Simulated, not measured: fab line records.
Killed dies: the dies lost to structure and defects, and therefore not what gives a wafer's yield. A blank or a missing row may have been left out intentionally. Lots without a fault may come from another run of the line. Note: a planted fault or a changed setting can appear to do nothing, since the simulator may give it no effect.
Which of the tools did it? + flow n5Finfet + Sampling: 9 lots, 27 wafers, 5 of 1938 route steps

WHAT THE GAUGES READ, wafer by wafer
N5_FIN_SAQP_INSPECT_40: inspects for defects (brightfield).
| lot  | measured    | on               | rawDefectCount |
|------|-------------|------------------|----------------|
| L218 | day 2 08:22 | defectInspect-01 | 161 183 191    |
| L219 | day 2 15:25 | defectInspect-02 | 319 175 247    |
| L221 | day 3 02:50 | defectInspect-01 | 304 229 218    |
| L222 | day 3 10:49 | defectInspect-01 | 518 579 662    |
| L224 | day 3 21:21 | defectInspect-02 | 657 631 525    |
| L229 | day 5 04:35 | defectInspect-01 | 179 230 142    |
| L230 | day 5 13:05 | defectInspect-02 | 284 177 157    |
| L231 | day 5 15:11 | defectInspect-02 | 231 198 230    |
| L237 | day 7 03:16 | defectInspect-02 | 237 238 220    |

WHICH TOOL RAN EACH LOT (tool, then ch and the chambers of the sampled wafers, then the start)
| lot  | N5_FIN_SAQP_SPACER1_ALD_24      | N5_FIN_SAQP_MANDREL1_REMOVE_56 | N5_FIN_SAQP_RECESS_63            | N5_FIN_SAQP_FIN_ETCH_36        |
|------|---------------------------------|--------------------------------|----------------------------------|--------------------------------|
| L218 | aldSin-03 ch 0,1,2, day 2 04:53 | rieSi-05 ch 0,1,3, day 2 05:41 | vaporEtch-02 ch 0,1, day 2 06:04 | rieSi-05 ch 1,2,3, day 2 08:07 |
| L219 | aldSin-04 ch 0,3, day 2 11:35   | rieSi-05 ch 1,2,3, day 2 12:28 | vaporEtch-02 ch 0,1, day 2 13:01 | rieSi-05 ch 2,3, day 2 15:10   |
| L221 | aldSin-04 ch 2,3, day 2 23:41   | rieSi-05 ch 0,3, day 3 00:33   | vaporEtch-01 ch 0,1, day 3 00:59 | rieSi-05 ch 0,1,2, day 3 02:35 |
| L222 | aldSin-04 ch 0,1,3, day 3 06:19 | rieSi-03 ch 0,1,3, day 3 07:17 | vaporEtch-02 ch 0,1, day 3 07:47 | rieSi-05 ch 1,2, day 3 10:34   |
| L224 | aldSin-04 ch 0,1,3, day 3 18:09 | rieSi-03 ch 0,3, day 3 18:58   | vaporEtch-01 ch 0,1, day 3 19:23 | rieSi-04 ch 0,2, day 3 21:04   |
| L229 | aldSin-03 ch 0,2, day 4 23:46   | rieSi-04 ch 0,1,2, day 5 00:35 | vaporEtch-02 ch 0,1, day 5 01:05 | rieSi-04 ch 1,2,3, day 5 04:20 |
| L230 | aldSin-03 ch 1,3, day 5 07:37   | rieSi-05 ch 0,1,3, day 5 08:26 | vaporEtch-01 ch 0,1, day 5 08:49 | rieSi-03 ch 1,2, day 5 12:50   |
| L231 | aldSin-02 ch 0,2,3, day 5 11:58 | rieSi-04 ch 0,1,2, day 5 12:50 | vaporEtch-02 ch 0,1, day 5 13:22 | rieSi-03 ch 1,2,3, day 5 14:56 |
| L237 | aldSin-02 ch 1,2, day 6 23:43   | rieSi-03 ch 1,3, day 7 00:47   | vaporEtch-02 ch 0,1, day 7 01:10 | rieSi-05 ch 0,1, day 7 03:01   |
- N5_FIN_SAQP_SPACER1_ALD_24: deposits SiO2, target thk 20.3 nm, pulse time 1 s, purge time 2 s.
- N5_FIN_SAQP_MANDREL1_REMOVE_56: chemistry HBr/Cl2/O2, target a-Si, stops on SiNx, bt time 10 s.
- N5_FIN_SAQP_RECESS_63: chemistry HF/NH3, target SiO2, target depth 18 nm, afs cycles 3, sublimation time 60 s.
- N5_FIN_SAQP_FIN_ETCH_36: etches the open film in HBr/Cl2/O2, target depth 120 nm, time 50.4 s.

THE ANSWER, worked out from the rows above alone
Rule: usual is defined by the lots themselves. Put in order of their means at a reading, lots are off if they are a third of the lots or fewer, leave a main group of 4 or more, and stand apart from it by a gap of 3 or more times the standard deviation of the main group's means; of several such gaps the widest counts. A main group is skipped when, at the precision printed for the reading in the tables above, its means are all equal. A lot without any number at a reading at which 4 lots or more have one is off too. The other lots that the step has rows for count as sound.
Off: L222, L224, at N5_FIN_SAQP_INSPECT_40 (rawDefectCount). For the main group the mean is 217 and the standard deviation 27.
If a tool, at a process step before that reading, ran all the lots that are off and no sound lot after the first of them, it fits. Gauges at N5_FIN_SAQP_INSPECT_40: tried the same way as those tools. One fits: aldSin-04 at N5_FIN_SAQP_SPACER1_ALD_24. Its last sound lot is L221 (day 2 23:41), its first lot that is off L222 (day 3 06:19): a fault that began between those two fits.

WHAT HAD BEEN PUT IN BY THE SIMULATOR
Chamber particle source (aldSin-04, N5_FIN_SAQP_SPACER1_ALD_24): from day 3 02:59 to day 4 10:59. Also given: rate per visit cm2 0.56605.
Struck lots among those shown: L222, L224. The same result came from the rule above.
